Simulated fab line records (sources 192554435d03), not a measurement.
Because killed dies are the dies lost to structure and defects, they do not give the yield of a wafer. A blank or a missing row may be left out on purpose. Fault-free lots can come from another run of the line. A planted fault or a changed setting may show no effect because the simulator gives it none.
Chamber matching / flow n5Finfet / N5_BEOL_M10_STRIP_19 on rieDiel-04 has 4 sister chambers
The step strips in O2. 4 wafers are shown with their chamber, then 8 later ones without.

== WAFERS WITH THEIR CHAMBER ==
wafer=L079.2; chamber=3; throttleValvePct (%)=16.4
wafer=L082.5; chamber=2; throttleValvePct (%)=16.9
wafer=L085.6; chamber=0; throttleValvePct (%)=16.3
wafer=L087.1; chamber=1; throttleValvePct (%)=17.2

== WAFERS MISSING THEIR CHAMBER ==
wafer=L087.2; throttleValvePct (%)=16.4
wafer=L087.5; throttleValvePct (%)=17.2
wafer=L096.1; throttleValvePct (%)=16.5
wafer=L096.2; throttleValvePct (%)=16.4
wafer=L096.4; throttleValvePct (%)=16.8
wafer=L097.1; throttleValvePct (%)=16.5
wafer=L097.2; throttleValvePct (%)=16.3
wafer=L097.4; throttleValvePct (%)=16.8

== EACH ONE'S CHAMBER ==
wafer=L087.2; from the rows above=can't be placed: 3 or 0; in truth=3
wafer=L087.5; from the rows above=1; in truth=1
wafer=L096.1; from the rows above=can't be placed: 3 or 0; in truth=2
wafer=L096.2; from the rows above=can't be placed: 3 or 0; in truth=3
wafer=L096.4; from the rows above=2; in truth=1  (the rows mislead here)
wafer=L097.1; from the rows above=can't be placed: 3 or 0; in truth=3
wafer=L097.2; from the rows above=can't be placed: 0 or 3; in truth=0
wafer=L097.4; from the rows above=2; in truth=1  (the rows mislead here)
Correctly placed: 1 of 8. From these rows, 5 cannot be placed; in 4 the true chamber is one of the candidates. 2 placed wrongly.
How it was worked out, from the rows above alone: a wafer's distance from a chamber is the root of the sum, over the readings, of the square of ((its reading less the chamber's mean) divided by the reading's scatter). The wafer belongs to the nearest chamber; if the next one is less than 2 further off, it can't be placed. The mean given for a chamber averages the wafers shown for that chamber. The scatter: with one shown wafer a chamber, the root of the mean of the squares of how far each hidden wafer lies from its nearest shown one.
